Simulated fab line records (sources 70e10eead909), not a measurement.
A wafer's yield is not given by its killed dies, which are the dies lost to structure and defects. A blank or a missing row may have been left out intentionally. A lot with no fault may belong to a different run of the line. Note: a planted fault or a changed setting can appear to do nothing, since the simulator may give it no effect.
Comparing a struck lot with a sound one || flow nand_harc || 15 steps out of a route of 1159
Sound: these wafers, L665.1, L665.5, L665.6. Struck: wafer L677.1; the same lot's L677.5 was not struck, so it is left out; see the end for the cause.
Each step with rows lists, per side, the tool, then ch with its chambers, then its first start. Under that, the readings that differ: sound wafers || struck wafers || difference of the means || sigmas: that difference in standard deviations of wafers without a fault.
alike: readings with means less than 2 such deviations apart, plus words and numbers identical on both sides. not compared: withheld readings, readings lacking a value on some wafer, bounds such as >300 that could conceal the same value, and numbers that have no deviation in the record and whose values overlap.
The two part at a step that has a row with sigmas, a row that says differs or no value, or rows on one side only. Numbers that have no deviation but don't overlap get no sigmas and don't part them. A reading that every wafer of one side lacks parts them only if that side has two wafers or more.

first, 1 step without rows for these wafers: NHARC_A_ONON_D1_DEP_09 (target thk 1000 nm).
NHARC_A_ONON_D1_THK_MEAS_11: measures by ellipsometry.
  sound: film_metro-01 at day 7 21:54; struck: film_metro-02 at day 10 19:32
  alike: thk_nm
then NHARC_A_ONON_D1_DEP_12 (target thk 1000 nm), 1 step lacking rows for these wafers.
NHARC_A_ONON_D1_THK_MEAS_14: measures by ellipsometry.
  sound: film_metro-01 at day 7 22:28; struck: film_metro-01 at day 10 20:07
  alike: thk_nm
then, 2 steps without rows for these wafers: NHARC_A_ONON_D1_ANNEAL_15 (time 3600 s); NHARC_A_ONON_D1_DEP_16 (target thk 1000 nm).
NHARC_A_ONON_D1_THK_MEAS_18: measures by ellipsometry.
  sound: film_metro-01 at day 8 05:16; struck: film_metro-01 at day 11 06:25
  alike: thk_nm
then NHARC_A_ONON_D1_DEP_19 (target thk 1000 nm), 1 step lacking rows for these wafers.
NHARC_A_ONON_D1_THK_MEAS_21: measures by ellipsometry.
  sound: film_metro-02 at day 8 05:49; struck: film_metro-02 at day 11 07:07
  alike: thk_nm
then NHARC_A_ONON_D1_DEP_22 (target thk 1000 nm), 1 step lacking rows for these wafers.
NHARC_A_ONON_D1_THK_MEAS_24: measures by ellipsometry.
  sound: film_metro-02 at day 8 06:23; struck: film_metro-01 at day 11 07:49
  alike: thk_nm
NHARC_A_ONON_D1_DEP_25: target thk 1000 nm.
  sound on pecvd_onon-02 ch 0, day 8 06:27; struck on pecvd_onon-02 ch 0, day 11 08:01
{"reading": "n2o_flow_sccm (sccm)", "sound": "2010 1999 2006", "struck": 1991, "difference": -14, "sigmas": -3}
{"reading": "susceptor_temp_C (C)", "sound": "400.00 399.98 399.72", "struck": 400.40, "difference": "+0.50", "sigmas": "+2"}
NHARC_A_ONON_D1_THK_MEAS_27: measures by ellipsometry.
  sound: film_metro-01 at day 8 06:58; struck: film_metro-02 at day 11 08:31
{"reading": "thk_nm (nm)", "sound": "998 998 999", "struck": 397, "difference": -601, "sigmas": -74}
then NHARC_A_ONON_D1_DEP_28 (target thk 1000 nm), 1 step lacking rows for these wafers.
-- break in the record here, with 11 days between the starts of the struck wafers on either side (left off in module A_ONON_D1, picked up again in module END, where the first step shown is number 1159 on the route) --
NHARC_END_SORT_01:
  here the record holds rows for the struck wafers (prober-01 ch 0, day 22 03:56) but none for the sound ones

## WHERE THEY PART
Last at NHARC_END_SORT_01 as far as this record goes, first at NHARC_A_ONON_D1_DEP_25.

WHY: the cause the simulator had injected
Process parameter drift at NHARC_A_ONON_D1_DEP_25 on pecvd_onon-02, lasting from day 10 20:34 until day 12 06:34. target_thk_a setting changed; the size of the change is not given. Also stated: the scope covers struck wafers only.
